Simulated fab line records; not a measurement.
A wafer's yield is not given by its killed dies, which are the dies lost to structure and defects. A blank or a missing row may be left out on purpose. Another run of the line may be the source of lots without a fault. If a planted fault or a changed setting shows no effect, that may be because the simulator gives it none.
fab line records | flow nand_harc
[record] lots = 6 | wafers = 18 | last_day = 33
route steps=1302 shown A_DECK1_JOINT@535 A_ONON_D2@545 END@1302
lots that met no fault: taken from a fault-free run of the same line
start_h: the number of hours between the record's first day and the start of the first shown wafer of the lot | wait_h: hours elapsed since this lot's preceding step | " unchanged from the row above | L1.1+2: one row covering several wafers at once | - no value, or no start was given | * or withheld: withheld | < > ~ a bound
route shown NAME@n: names a module that has steps shown in the file, with the first one's number in the route | usual: the fault-free wafers' mean and standard deviation | same: alike in all rows | chamber/n: place in a boat | sites: each site's reading | _std_site: standard deviation across them | _edge_site: inner sites' mean taken away from outer sites' mean | radius_mm: for every site, how far away it sits from the centre of the wafer | mask NAME#n: copy n | behind: the last tool/chamber to shape the wafer | hold: the reason the lot was held/the length of the hold in hours/how it ended | device: the transistor (n, p or np) that didn't switch | end of line: at the end of the route, the tests of the same wafers | where a step has no rows: the recipe by itself | killed: dies lost to structure and defects at the first sort, not the wafer's yield | map: the dies of a wafer, with x for killed, . for not killed, _ for no die there
set.NAME: the setting as run; set.NAME@STEP: as run at that earlier step | model.NAME: the simulator's own value behind a step, which no gauge read
lots seen at some steps along the route; tables by step, rows by wafer
services: when a tool's chamber went out of use (start_h, in hours from the record's first day, below 0 if earlier), for how many hours, and the reason
[[steps]]
[step NHARC_A_DECK1_JOINT_CURE_26]
[recipe] temp_c = 150 | time_s = 32 | pressure_atm = 0.395
[step NHARC_A_DECK1_JOINT_ANNEAL_27]
[recipe] temp_c = 400 | time_s = 3600 | idle_temp_c = 300 | ramp_up_c_per_min = 10 | densification_p_h2o_torr = 640
[step NHARC_A_DECK1_JOINT_ANNEAL_28]
[recipe] temp_c = 500 | time_s = 1800 | idle_temp_c = 400 | ramp_up_c_per_min = 10 | densification_p_h2o_torr = 640
[step NHARC_A_DECK1_JOINT_ANNEAL_29]
[recipe] temp_c = 750 | time_s = 1800 | idle_temp_c = 500 | ramp_up_c_per_min = 10 | ramp_down_c_per_min = 3
[step NHARC_A_DECK1_JOINT_CMP_02]
[recipe] material = SiOx
[usual] motor_current_A = 12.5/1.5
lot.wafer | tool   | chamber | start_h | wait_h | motor_current_A
L348.1    | cmp-03 | 2       | 285.40  | 0.4    | 11.6
L348.6    | "      | 0       | "       | "      | 11.8
L348.5    | "      | 1       | "       | "      | 12.7
L356.2    | cmp-04 | 3       | 369.16  | 0.4    | 12.6
L356.1    | "      | 2       | "       | "      | 13.3
L356.6    | "      | 3       | "       | "      | 11.9
L359.3    | cmp-03 | 0       | 390.02  | 0.4    | 11.8
L359.4    | "      | 3       | "       | "      | 13.1
L359.6    | "      | 0       | "       | "      | 12.5
L363.4    | cmp-01 | 1       | 430.80  | 0.4    | 11.0
L363.3    | "      | 3       | "       | "      | 13.0
L363.6    | "      | 1       | "       | "      | 11.2
L367.2    | cmp-01 | 1       | 477.74  | 0.4    | 12.0
L367.3    | "      | 2       | "       | "      | 12.0
L367.4    | "      | 3       | "       | "      | 12.9
L369.2    | cmp-04 | 3       | 498.43  | 0.4    | 12.2
L369.1    | "      | 0       | "       | "      | 10.2
L369.5    | "      | 3       | "       | "      | 12.2
[step NHARC_A_DECK1_JOINT_SRD_15]
[step NHARC_A_DECK1_JOINT_DEP_16]
[recipe] target_thk_a = 450 | temp_c = 400 | pressure_torr = 6.5 | rf_w = 900 | teos_flow_sccm = 161.4 | flow_sccm = 2650 | target_thk_nm = 45 | gas = O2 | material = SiO2
[usual] heater_power_w = 605/72 | throttle_valve_pct = 16.2/0.47
lot.wafer | tool     | chamber | start_h | wait_h | heater_power_w | throttle_valve_pct
L348.1    | pecvd-02 | 1       | 285.77  | 0.1    | 520            | 15.8
L348.6    | "        | 1       | "       | "      | 548            | 15.7
L348.5    | "        | 2       | "       | "      | 399            | 15.9
L356.1    | pecvd-01 | 0       | 369.55  | 0.1    | 644            | 16.2
L356.2    | "        | 2       | "       | "      | 499            | 15.8
L356.6    | "        | 0       | "       | "      | 636            | 16.4
L359.3    | pecvd-03 | 2       | 390.46  | 0.1    | 643            | 15.6
L359.4    | "        | 0       | "       | "      | 656            | 16.1
L359.6    | "        | 2       | "       | "      | 641            | 15.3
L363.3    | pecvd-03 | 1       | 431.23  | 0.1    | 614            | 16.5
L363.4    | "        | 0       | "       | "      | 643            | 16.4
L363.6    | "        | 1       | "       | "      | 626            | 16.7
L367.2    | pecvd-01 | 2       | 478.10  | 0.1    | 532            | 16.0
L367.3    | "        | 1       | "       | "      | 637            | 17.2
L367.4    | "        | 0       | "       | "      | 676            | 16.5
L369.2    | pecvd-03 | 2       | 498.79  | 0.1    | 600            | 15.8
L369.1    | "        | 1       | "       | "      | 622            | 17.0
L369.5    | "        | 2       | "       | "      | 630            | 15.9
[step NHARC_A_DECK1_JOINT_THK_MEAS_17]
[recipe] thk_meas_gauge = ellipsometry
[usual] thk_nm = 45.2/1.3
lot.wafer | tool          | chamber | start_h | wait_h | thk_nm
L348.1    | film_metro-02 | -       | 286.02  | 0.2    | 42.7
L348.5    | "             | -       | "       | "      | 44.7
L348.6    | "             | -       | "       | "      | 45.9
L356.1    | film_metro-01 | -       | 369.91  | 0.3    | 43.5
L356.2    | "             | -       | "       | "      | 44.7
L356.6    | "             | -       | "       | "      | 44.2
L359.3    | film_metro-02 | -       | 390.69  | 0.2    | 43.9
L359.4    | "             | -       | "       | "      | 44.7
L359.6    | "             | -       | "       | "      | 44.5
L363.3    | film_metro-02 | -       | 431.45  | 0.2    | 47.7
L363.4    | "             | -       | "       | "      | 43.9
L363.6    | "             | -       | "       | "      | 41.8
L367.2    | film_metro-01 | -       | 478.38  | 0.3    | 43.5
L367.3    | "             | -       | "       | "      | 43.8
L367.4    | "             | -       | "       | "      | 44.4
L369.1    | film_metro-02 | -       | 499.07  | 0.2    | 44.2
L369.2    | "             | -       | "       | "      | 45.5
L369.5    | "             | -       | "       | "      | 45.3
[step NHARC_A_DECK1_JOINT_INSPECT_05]
[usual] raw_defect_count = 325/130
lot.wafer | tool              | chamber | start_h | wait_h | raw_defect_count
L348.1    | defect_inspect-02 | -       | 286.05  | 0.0    | 513
L348.5    | "                 | -       | "       | "      | 539
L348.6    | "                 | -       | "       | "      | 443
L356.1    | defect_inspect-01 | -       | 369.95  | 0.0    | 111
L356.2    | "                 | -       | "       | "      | 124
L356.6    | "                 | -       | "       | "      | 151
L359.3    | defect_inspect-01 | -       | 390.72  | 0.0    | 304
L359.4    | "                 | -       | "       | "      | 258
L359.6    | "                 | -       | "       | "      | 376
L363.3    | defect_inspect-01 | -       | 431.49  | 0.0    | 305
L363.4    | "                 | -       | "       | "      | 235
L363.6    | "                 | -       | "       | "      | 206
L367.2    | defect_inspect-02 | -       | 478.42  | 0.0    | 296
L367.3    | "                 | -       | "       | "      | 227
L367.4    | "                 | -       | "       | "      | 321
L369.1    | defect_inspect-02 | -       | 499.11  | 0.0    | 380
L369.2    | "                 | -       | "       | "      | 375
L369.5    | "                 | -       | "       | "      | 421
[step NHARC_A_ONON_D2_DEP_00]
[recipe] target_thk_a = 10000 | n2_flow_sccm = 2750 | n2o_flow_sccm = 2000 | nh3_flow_sccm = 500 | sih4_flow_sccm = 210 | temp_c = 400
[step NHARC_A_ONON_D2_THK_MEAS_02]
[recipe] thk_meas_gauge = ellipsometry
[usual] thk_nm = 998/8.2
lot.wafer | tool          | chamber | start_h | wait_h | thk_nm
L348.1    | film_metro-02 | -       | 286.64  | -      | 1014
L348.5    | "             | -       | "       | "      | 1013
L348.6    | "             | -       | "       | "      | 1014
L356.1    | film_metro-02 | -       | 370.53  | -      | 1005
L356.2    | "             | -       | "       | "      | 1006
L356.6    | "             | -       | "       | "      | 1008
L359.3    | film_metro-02 | -       | 391.30  | -      | 994
L359.4    | "             | -       | "       | "      | 994
L359.6    | "             | -       | "       | "      | 993
L363.3    | film_metro-01 | -       | 432.06  | -      | 997
L363.4    | "             | -       | "       | "      | 1000
L363.6    | "             | -       | "       | "      | 1000
L367.2    | film_metro-02 | -       | 478.99  | -      | 1005
L367.3    | "             | -       | "       | "      | 1004
L367.4    | "             | -       | "       | "      | 1005
L369.1    | film_metro-02 | -       | 499.68  | -      | 995
L369.2    | "             | -       | "       | "      | 996
L369.5    | "             | -       | "       | "      | 996
[step NHARC_A_ONON_D2_DEP_03]
[recipe] target_thk_a = 10000 | n2_flow_sccm = 2750 | n2o_flow_sccm = 2000 | nh3_flow_sccm = 500 | sih4_flow_sccm = 210 | temp_c = 400
[usual] n2o_flow_sccm = 2000/5.7
lot.wafer | tool          | chamber | start_h | wait_h | n2o_flow_sccm
L348.1    | pecvd_onon-03 | 0       | 286.70  | 0.1    | 1995
L348.5    | "             | 0       | "       | "      | 1994
L348.6    | "             | 0       | "       | "      | 2001
L356.1    | pecvd_onon-03 | 0       | 370.58  | 0.1    | 1995
L356.2    | "             | 0       | "       | "      | 1993
L356.6    | "             | 0       | "       | "      | 2000
L359.3    | pecvd_onon-03 | 0       | 391.47  | 0.2    | 1998
L359.4    | "             | 0       | "       | "      | 1994
L359.6    | "             | 0       | "       | "      | 1989
L363.3    | pecvd_onon-01 | 0       | 432.23  | 0.2    | 1990
L363.4    | "             | 0       | "       | "      | 1990
L363.6    | "             | 0       | "       | "      | 1999
L367.2    | pecvd_onon-02 | 0       | 479.11  | 0.1    | 2001
L367.3    | "             | 0       | "       | "      | 2004
L367.4    | "             | 0       | "       | "      | 2000
L369.1    | pecvd_onon-01 | 0       | 499.74  | 0.1    | 2004
L369.2    | "             | 0       | "       | "      | 2001
L369.5    | "             | 0       | "       | "      | 1999
[step NHARC_A_ONON_D2_THK_MEAS_05]
[recipe] thk_meas_gauge = ellipsometry
[usual] thk_nm = 1001/8.1
lot.wafer | tool          | chamber | start_h | wait_h | hold                     | thk_nm
L348.1    | film_metro-02 | -       | 287.21  | -      | -                        | 997
L348.5    | "             | -       | "       | "      | -                        | 997
L348.6    | "             | -       | "       | "      | -                        | 1000
L356.1    | film_metro-02 | -       | 371.10  | -      | await_dispo/0.2h/release | 641
L356.2    | "             | -       | "       | "      | await_dispo/0.2h/release | 642
L356.6    | "             | -       | "       | "      | await_dispo/0.2h/release | 640
L356.1    | film_metro-02 | -       | 371.27  | 0.2    | -                        | 641
L356.2    | "             | -       | "       | "      | -                        | 642
L356.6    | "             | -       | "       | "      | -                        | 641
L359.3    | film_metro-02 | -       | 391.86  | -      | await_dispo/0.2h/release | 644
L359.4    | "             | -       | "       | "      | await_dispo/0.2h/release | 643
L359.6    | "             | -       | "       | "      | await_dispo/0.2h/release | 644
L359.3    | film_metro-02 | -       | 392.04  | 0.2    | -                        | 644
L359.4    | "             | -       | "       | "      | -                        | 644
L359.6    | "             | -       | "       | "      | -                        | 645
L363.3    | film_metro-01 | -       | 432.63  | -      | -                        | 1008
L363.4    | "             | -       | "       | "      | -                        | 1008
L363.6    | "             | -       | "       | "      | -                        | 1007
L367.2    | film_metro-01 | -       | 479.56  | -      | -                        | 1008
L367.3    | "             | -       | "       | "      | -                        | 1009
L367.4    | "             | -       | "       | "      | -                        | 1008
L369.1    | film_metro-01 | -       | 500.25  | -      | -                        | 1007
L369.2    | "             | -       | "       | "      | -                        | 1006
L369.5    | "             | -       | "       | "      | -                        | 1007
[step NHARC_END_SORT_01]
[recipe] temp_c = 25
[usual] killed_at_array = 56/20 | killed_at_other = 0.9/1.1 | killed_at_periphery = 3.7/3 | killed_dies = 61/21 | killed_open = 2.9/1.6 | killed_short = 2.6/1.4
[same] gross_dies = 677
lot.wafer | tool      | chamber | start_h | wait_h | hold                   | killed_at_array | killed_at_other | killed_at_periphery | killed_dies | killed_open | killed_short
L348.1    | prober-02 | 0       | 573.55  | 2.5    | -                      | 29              | 1               | 5                   | 35          | 1           | 2
L348.5    | prober-02 | 0       | 576.74  | 3.7    | -                      | 34              | 1               | 6                   | 41          | 3           | 4
L348.6    | prober-02 | 0       | 577.54  | 4.0    | -                      | 38              | 0               | 3                   | 41          | 3           | 4
L359.3    | prober-02 | 0       | 714.37  | 3.1    | await_dispo/2.8h/scrap | 674             | 1               | 2                   | 677         | 4           | 0
L359.4    | prober-02 | 0       | 715.17  | 3.4    | await_dispo/2.8h/scrap | 672             | 1               | 4                   | 677         | 3           | 3
L359.6    | prober-02 | 0       | 716.78  | 4.0    | await_dispo/2.8h/scrap | 672             | 0               | 5                   | 677         | 4           | 3
L363.3    | prober-01 | 0       | 719.63  | 3.1    | -                      | 69              | 4               | 3                   | 76          | 1           | 2
L363.4    | prober-01 | 0       | 720.43  | 3.4    | -                      | 77              | 3               | 9                   | 89          | 4           | 6
L363.6    | prober-01 | 0       | 722.05  | 4.0    | -                      | 75              | 3               | 4                   | 82          | 0           | 3
L367.2    | prober-01 | 0       | 770.31  | 2.8    | -                      | 37              | 0               | 10                  | 47          | 4           | 2
L367.3    | prober-01 | 0       | 771.11  | 3.1    | -                      | 38              | 0               | 6                   | 44          | 2           | 4
L367.4    | prober-01 | 0       | 771.91  | 3.4    | -                      | 38              | 0               | 10                  | 48          | 4           | 1
L369.1    | prober-02 | 0       | 780.76  | 2.5    | -                      | 48              | 0               | 0                   | 48          | 1           | 1
L369.2    | prober-02 | 0       | 781.56  | 2.8    | -                      | 31              | 3               | 4                   | 38          | 4           | 2
L369.5    | prober-02 | 0       | 783.97  | 3.7    | -                      | 47              | 2               | 3                   | 52          | 4           | 3
// killed by level:class
L348.1 A_CHANNEL_HOLE_D2:chamber_film_flake=11 A_STAIRCASE:chamber_film_flake=8 A_CONTACT:chamber_film_flake=4 P_ZERO_WELL:chamber_film_flake=2 A_CHANNEL_FILL_D1:geometric_particle:short=1 A_ONON_D2:geometric_particle:short=1 A_M0:geometric_particle:open=1 P_STI:chamber_film_flake=1
L348.5 A_CHANNEL_HOLE_D2:chamber_film_flake=10 A_STAIRCASE:chamber_film_flake=6 A_CONTACT:chamber_film_flake=4 A_CHANNEL_HOLE_D1:geometric_particle:short=2 P_ZERO_WELL:chamber_film_flake=2 A_ZERO_WELL:chamber_film_flake=2 A_CHANNEL_HOLE_D1:chamber_film_flake=2 A_CHANNEL_FILL_D1:chamber_film_flake=2
L348.6 A_CHANNEL_HOLE_D2:chamber_film_flake=15 A_STAIRCASE:chamber_film_flake=7 A_CHANNEL_HOLE_D1:chamber_film_flake=3 A_CONTACT:chamber_film_flake=3 A_CHANNEL_FILL_D1:geometric_particle:short=2 A_M0:geometric_particle:open=2 A_CHANNEL_HOLE_D1:geometric_particle:open=1 A_DECK1_JOINT:geometric_particle:short=1
L359.3 A_ONON_D2:area_dep=643 A_CHANNEL_HOLE_D1:chamber_film_flake=22 A_STAIRCASE:chamber_film_flake=3 A_CHANNEL_FILL_D1:chamber_film_flake=2 P_GATE:geometric_particle:open=1 A_CHANNEL_FILL_D1:geometric_particle:open=1 A_CHANNEL_HOLE_D2:geometric_particle:open=1 A_M0:geometric_particle:open=1
L359.4 A_ONON_D2:area_dep=616 A_CHANNEL_HOLE_D1:chamber_film_flake=38 A_CHANNEL_FILL_D2:chamber_film_flake=4 A_SLIT:chamber_film_flake=3 P_ZERO_WELL:chamber_film_flake=2 A_STAIRCASE:chamber_film_flake=2 P_GATE:geometric_particle:open=1 A_ONON_D1:geometric_particle:short=1
L359.6 A_ONON_D2:area_dep=630 A_CHANNEL_HOLE_D1:chamber_film_flake=27 A_CHANNEL_FILL_D1:chamber_film_flake=3 P_M2:chamber_film_flake=2 A_STAIRCASE:chamber_film_flake=2 A_WL_FILL:chamber_film_flake=2 P_GATE:geometric_particle:open=1 P_CONTACT:geometric_particle:open=1
L363.3 A_SLIT:chamber_film_flake=28 A_CHANNEL_HOLE_D2:chamber_film_flake=22 A_STAIRCASE:chamber_film_flake=7 A_CHANNEL_HOLE_D1:chamber_film_flake=3 THIN_TSV:chamber_film_flake=3 A_WL_FILL:chamber_film_flake=2 A_CONTACT:chamber_film_flake=2 A_M0:chamber_film_flake=2
L363.4 A_CHANNEL_HOLE_D2:chamber_film_flake=29 A_SLIT:chamber_film_flake=23 A_CHANNEL_HOLE_D1:chamber_film_flake=8 P_GATE:chamber_film_flake=3 P_M2:chamber_film_flake=3 A_STAIRCASE:chamber_film_flake=3 P_CONTACT:chamber_film_flake=2 A_DECK1_JOINT:chamber_film_flake=2
L363.6 A_SLIT:chamber_film_flake=34 A_CHANNEL_HOLE_D2:chamber_film_flake=21 A_CHANNEL_HOLE_D1:chamber_film_flake=7 A_STAIRCASE:chamber_film_flake=4 THIN_TSV:chamber_film_flake=3 P_CONTACT:chamber_film_flake=2 P_M2:chamber_film_flake=2 A_CONTACT:chamber_film_flake=2
L367.2 A_CHANNEL_HOLE_D1:chamber_film_flake=18 A_SLIT:chamber_film_flake=6 P_GATE:chamber_film_flake=4 P_CONTACT:chamber_film_flake=3 P_M2:chamber_film_flake=3 A_CONTACT:chamber_film_flake=3 A_WL_FILL:chamber_film_flake=2 A_CHANNEL_HOLE_D1:geometric_particle:open=1
L367.3 A_CHANNEL_HOLE_D1:chamber_film_flake=12 A_SLIT:chamber_film_flake=10 A_CONTACT:chamber_film_flake=6 P_M2:chamber_film_flake=3 A_WL_FILL:chamber_film_flake=3 A_WL_FILL:geometric_particle:short=2 P_CONTACT:chamber_film_flake=2 A_CHANNEL_HOLE_D1:geometric_particle:open=1
L367.4 A_CHANNEL_HOLE_D1:chamber_film_flake=14 A_SLIT:chamber_film_flake=8 A_CONTACT:chamber_film_flake=7 P_CONTACT:chamber_film_flake=5 P_M2:chamber_film_flake=4 A_WL_FILL:chamber_film_flake=3 A_CHANNEL_FILL_D2:geometric_particle:open=1 A_CHANNEL_FILL_D2:geometric_particle:short=1
L369.1 A_CHANNEL_HOLE_D2:chamber_film_flake=33 A_SLIT:chamber_film_flake=7 A_ZERO_WELL:chamber_film_flake=2 A_SGD_CUT:chamber_film_flake=2 A_WL_FILL:geometric_particle:short=1 A_BLC:geometric_particle:open=1 A_DECK1_JOINT:chamber_film_flake=1 A_CONTACT:chamber_film_flake=1
L369.2 A_CHANNEL_HOLE_D2:chamber_film_flake=22 A_SLIT:chamber_film_flake=3 STARTING-WAFER:geometric_particle:open=2 A_ZERO_WELL:chamber_film_flake=2 P_M0:geometric_particle:open=1 A_ONON_D1:geometric_particle:short=1 A_CONTACT:geometric_particle:open=1 P_STI:chamber_film_flake=1
L369.5 A_CHANNEL_HOLE_D2:chamber_film_flake=32 A_CHANNEL_HOLE_D1:chamber_film_flake=4 A_SLIT:chamber_film_flake=3 A_WL_FILL:geometric_particle:short=2 THIN_TSV:chamber_film_flake=2 P_M1:geometric_particle:open=1 A_SOURCE_PLATE:geometric_particle:open=1 A_CHANNEL_FILL_D1:geometric_particle:open=1
// map L359.3 (x killed, . not)
____________x____________
_________xxxxxxx_________
_______xxxxxxxxxxx_______
______xxxxxxxxxxxxx______
_____xxxxxxxxxxxxxxx_____
____xxxxxxxxxxxxxxxxx____
____xxxxxxxxxxxxxxxxx____
___xxxxxxxxxxxxxxxxxxx___
___xxxxxxxxxxxxxxxxxxx___
__xxxxxxxxxxxxxxxxxxxxx__
__xxxxxxxxxxxxxxxxxxxxx__
_xxxxxxxxxxxxxxxxxxxxxxx_
_xxxxxxxxxxxxxxxxxxxxxxx_
_xxxxxxxxxxxxxxxxxxxxxxx_
_xxxxxxxxxxxxxxxxxxxxxxx_
_xxxxxxxxxxxxxxxxxxxxxxx_
xxxxxxxxxxxxxxxxxxxxxxxxx
xxxxxxxxxxxxxxxxxxxxxxxxx
xxxxxxxxxxxxxxxxxxxxxxxxx
xxxxxxxxxxxxxxxxxxxxxxxxx
xxxxxxxxxxxxxxxxxxxxxxxxx
_xxxxxxxxxxxxxxxxxxxxxxx_
_xxxxxxxxxxxxxxxxxxxxxxx_
_xxxxxxxxxxxxxxxxxxxxxxx_
_xxxxxxxxxxxxxxxxxxxxxxx_
_xxxxxxxxxxxxxxxxxxxxxxx_
__xxxxxxxxxxxxxxxxxxxxx__
__xxxxxxxxxxxxxxxxxxxxx__
___xxxxxxxxxxxxxxxxxxx___
___xxxxxxxxxxxxxxxxxxx___
____xxxxxxxxxxxxxxxxx____
____xxxxxxxxxxxxxxxxx____
_____xxxxxxxxxxxxxxx_____
______xxxxxxxxxxxxx______
_______xxxxxxxxxxx_______
_________xxxxxxx_________
____________x____________
// map L348.5 (x killed, . not)
____________.____________
_________......._________
_______..........._______
______.............______
_____..............._____
____...x.............____
____.................____
___....x.........x.x..___
___...................___
__.....................__
__.....................__
_..............x........_
_......................._
_......................._
_......................._
_........x.x............_
.......xx................
........x................
........x................
..xx....x................
..........x..............
_...x.x..x.....x........_
_....x.........x........_
_.........x............._
_..x...................._
_.............x........._
__.............x.......__
__.............xxx..x..__
___...................___
___..x........x.......___
____..x.........x.x.x____
____....x.x....x.....____
_____..............._____
______........x.x..______
_______.........x._______
_________......._________
____________.____________
[[services]]
tool          | chamber | start_h | hours | kind
cmp-04        | -       | 267.03  | 0.7   | repair
pecvd_onon-01 | -       | 269.00  | 13.0  | pm
cmp-01        | -       | 269.41  | 2.0   | repair
cmp-01        | -       | 275.09  | 4.0   | repair
cmp-01        | -       | 283.50  | 4.0   | pm
pecvd-03      | 1       | 291.18  | 8.0   | repair
cmp-03        | -       | 294.65  | 6.3   | repair
cmp-04        | -       | 307.07  | 4.0   | pm
pecvd-01      | -       | 311.12  | 13.0  | pm
cmp-01        | -       | 320.28  | 0.6   | repair
cmp-03        | -       | 337.40  | 0.4   | repair
cmp-01        | -       | 351.19  | 3.0   | repair
cmp-03        | -       | 358.00  | 4.0   | pm
cmp-04        | -       | 363.65  | 1.4   | repair
pecvd-03      | 2       | 363.99  | 3.7   | repair
pecvd-03      | -       | 366.37  | 13.0  | pm
pecvd-01      | 1       | 369.20  | 8.6   | repair
cmp-01        | -       | 377.07  | 1.8   | repair
cmp-01        | -       | 381.50  | 4.0   | pm
cmp-04        | -       | 390.93  | 1.0   | repair
pecvd-03      | -       | 397.07  | 0.7   | repair
pecvd_onon-03 | -       | 408.34  | 13.0  | pm
pecvd-03      | 0       | 438.47  | 13.0  | repair
pecvd_onon-03 | -       | 485.34  | 1.3   | repair
[[key]]
[first_sign] step = NHARC_A_ONON_D2_THK_MEAS_05 | reading = visit | direction = added
[effect] step = NHARC_A_ONON_D2_THK_MEAS_05 | reading = thk_nm | direction = down | sigmas = 44 | usual = 1001 | struck = 642
[effect] step = NHARC_END_SORT_01 | reading = killed_at_array | direction = up | sigmas = 30 | usual = 56 | struck = 673
[more_kills_born_at] NHARC_A_ONON_D2_DEP_03@pecvd_onon-03 = 1889
met_at NHARC_A_ONON_D2_DEP_03
struck_wafers L356.1,L356.2,L356.6,L359.3,L359.4,L359.6
scrapped_behind NHARC_A_ONON_D2_THK_MEAS_05 L356.1,L356.2,L356.6
later_rows_left_out L359.3,L359.4,L359.6
tester_left_out L359
onset_between 286.70 370.58
[fault] kind = process_parameter_drift | tool = pecvd_onon-03 | chamber = 0 | onset_h = 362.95 | steps = NHARC_A_ONON_D2_DEP_03 | channel = target_thk_a | offset = * | shape = step | end_h = 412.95 | acts_in = * | stated = *
// tester_left_out: of these lots the tester's yield and bins aren't shown, on N5 and GAA mostly nor the transistor test; their killed dies are dies lost to structure and defects alone, not to doping, threshold or leakage, so they don't give the yield
// later_rows_left_out: the simulator's readings of these wafers behind a module that went badly wrong aren't trusted and aren't shown, but for the sort
